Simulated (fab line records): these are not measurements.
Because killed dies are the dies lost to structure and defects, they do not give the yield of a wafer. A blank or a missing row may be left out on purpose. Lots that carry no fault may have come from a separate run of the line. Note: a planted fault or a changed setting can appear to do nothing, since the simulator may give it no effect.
Problem report, 8D (eight disciplines) form, completed by code -- flow n5_finfet -- the parts of the form that need people (team, actions taken, sign-off) are left out

== 1. WHAT IS WRONG ==
bias_w at N5_DUMMY_GATE_ETCH_42 reads a mean of 9.58 W on 6 wafers of 2 lots; wafers without a fault read 12.00 W with a standard deviation of 0.032. Measured from the usual mean, that is -76 standard deviations.
The step: etches SiO2 in CHF3/O2, target depth 3.5 nm, time 31 s.
Earliest sighting: wafer L820.1 on rie_diel-05 at day 6 12:43. The record has a number at this step for 27 wafers belonging to 9 lots. Rule for "out" (also "out of limits"): further than 4 standard deviations from the usual mean. The other wafers with a number count as sound.

== 2. WHAT THIS IS AND IS NOT ==
question,is,is not
which readings at this step,bias_w,"drypump_motor_current_A, oes_product_au, showerhead_plenum_p_Torr, throttle_valve_pct"
which lots,"L820, L822","L806, L809, L812, L815, L821, L825, L829"
which wafers of those lots,all that have a number,-
read on which tools,rie_diel-05,"rie_diel-02, rie_diel-04"
when,from day 6 12:43,"up to then (12 sound wafers); but 9 sound wafers of L821, L825, L829 came after"

== 3. WHAT RULES OUT EACH SUSPECT ==
Counting: a tool stays on the suspect list if, at a process step up to the reading, it processed all lots that are out and no sound lot following the first of them.
- rie_diel-05 at N5_DUMMY_GATE_ETCH_42 (etches SiO2 in CHF3/O2, target depth 3.5 nm, time 31 s): kept. Every lot that is out went through it, starting with L820 (day 6 12:43), and after that it ran no sound lot; the last sound lot it ran before then is L815 (day 5 11:52). Out on those wafers are its own readings of bias_w.
The count leaves rie_diel-05 at N5_DUMMY_GATE_ETCH_42.

== 4. THE CAUSE (what the simulator had put in) ==
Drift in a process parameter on rie_diel-05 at N5_DUMMY_GATE_ETCH_42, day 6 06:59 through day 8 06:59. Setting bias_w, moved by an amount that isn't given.
After counting, this tool was the only one left.

== 5. SEQUENCE OF EFFECTS, ordered by route ==
Each row: a reading whose mean over the struck wafers that have a number lies more than 3 standard deviations from the usual. Scope: only readings with a usual standard deviation given in the record; hours: median across lots of the time from each lot's start at the first step in this table that gives one to its start at this step; sigmas: change in usual standard deviations.
hours,step,reading,usual,on struck wafers,change,sigmas
0,N5_DUMMY_GATE_ETCH_42,bias_w,12.00 W,9.58,-2.42,-76
0,N5_DUMMY_GATE_ETCH_42,rf_vpp_V,42.3 V,35.7,-6.6,-6.6
Process steps it contains:
- N5_DUMMY_GATE_ETCH_42: etches SiO2 in CHF3/O2, target depth 3.5 nm, time 31 s.
At these later measuring or inspecting steps, every struck wafer for which the step has a row has a number for every such reading, and none has moved that far: N5_BEOL_M4_RC_MEAS_101.

== 6. WHAT WOULD HAVE CAUGHT IT SOONER ==
6 hours passed between the start of the fault at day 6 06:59 and the first reading out of limits in this record, taken at day 6 12:43.
